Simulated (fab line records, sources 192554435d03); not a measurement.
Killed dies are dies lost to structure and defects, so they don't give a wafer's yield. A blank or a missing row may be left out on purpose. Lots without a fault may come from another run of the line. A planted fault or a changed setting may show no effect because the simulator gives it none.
Split-lot experiment | flow n5_finfet | 7 lots, 21 wafers read, on a route of 1938 steps

THE SPLIT
At N5_WELL_APT_COAT_19 (resist thk 950 nm), the setting spin_rpm was moved away from the recipe's 1357 rpm on 3 of the 21 wafers read, by -7.2% to +8.7%. The other wafers ran this setting at the recipe's value.

The reading is taken at the split's own step.

THE READING
coat_of_WELL_APT_COAT_19.thk_nm (the simulator's own value, which no gauge read), in nm, at N5_WELL_APT_COAT_19 (resist thk 950 nm). The file gives no usual value for it. The 18 wafers here that ran the recipe average 950.4 nm, standard deviation 2.1 nm.

wafer  | tool, chamber at the split | spin_rpm as run, rpm | against the recipe | coat_of_WELL_APT_COAT_19.thk_nm, nm | against lot-mates on the recipe
L074.2 | litho_track-03, 0          | 1357                 | recipe             | 951.6                               | -
L074.4 | litho_track-03, 0          | 1357                 | recipe             | 953.8                               | -
L074.6 | litho_track-03, 0          | 1357                 | recipe             | 950.3                               | -
L084.3 | litho_track-03, 0          | 1357                 | recipe             | 949.8                               | -
L084.4 | litho_track-03, 0          | 1357                 | recipe             | 947.4                               | -
L084.5 | litho_track-03, 0          | 1357                 | recipe             | 948.5                               | -
L085.1 | litho_track-02, 0          | 1259                 | -7.2%              | 985.2                               | +36.1
L085.3 | litho_track-02, 0          | 1357                 | recipe             | 948                                 | -
L085.4 | litho_track-02, 0          | 1357                 | recipe             | 950.2                               | -
L086.2 | litho_track-01, 0          | 1475                 | +8.7%              | 908.6                               | -43.9
L086.5 | litho_track-01, 0          | 1357                 | recipe             | 952.5                               | -
L086.6 | litho_track-01, 0          | 1475                 | +8.7%              | 912.2                               | -40.3
L089.2 | litho_track-03, 0          | 1357                 | recipe             | 945.9                               | -
L089.5 | litho_track-03, 0          | 1357                 | recipe             | 951.7                               | -
L089.6 | litho_track-03, 0          | 1357                 | recipe             | 951.5                               | -
L090.1 | litho_track-01, 0          | 1357                 | recipe             | 951                                 | -
L090.2 | litho_track-01, 0          | 1357                 | recipe             | 951.1                               | -
L090.6 | litho_track-01, 0          | 1357                 | recipe             | 950.5                               | -
L093.1 | litho_track-03, 0          | 1357                 | recipe             | 953.9                               | -
L093.2 | litho_track-03, 0          | 1357                 | recipe             | 948.4                               | -
L093.5 | litho_track-03, 0          | 1357                 | recipe             | 950.8                               | -

THE FIT
A straight line over all 21 wafers: coat_of_WELL_APT_COAT_19.thk_nm changes by -4.66 nm for each +1% of spin_rpm; r = -0.99; the points scatter about the line by 2.1 nm.
The same after taking each lot's own level away (the mean of its wafers on the recipe; 21 wafers): -4.89 nm for each +1%; r = -0.99; scatter 1.7 nm.
On that fit, the largest move of spin_rpm shifts the reading by 42 nm.
The lots' own levels span 948.57 to 952.50 nm, that is 1.9 times the standard deviation above.
So the lot-to-lot level changes the slope little: the two slopes agree.
Check: with one of the wafers moved furthest among these (+8.7%) left out of the fit, the line predicts -41.5 nm for it against its lot-mates. It came out at -43.9 nm against them.

OTHER SPLITS ON THESE WAFERS
These wafers also went through other splits before the reading. Each is held against what the fit with the lots' levels taken away leaves over:
other split on the same wafers | wafers away from the commonest value | r with coat_of_WELL_APT_COAT_19.thk_nm (lot level and that fit taken away)
N5_WELL_APT_EXPOSE_05 dose_mj  | 8                                    | +0.20
N5_WELL_APT_PEB_06 peb_time_s  | 8                                    | -0.04

THE FILE'S OWN FIT
coat_of_WELL_APT_COAT_19.thk_nm changes by -4.91 nm for each +1% of spin_rpm, r = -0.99.
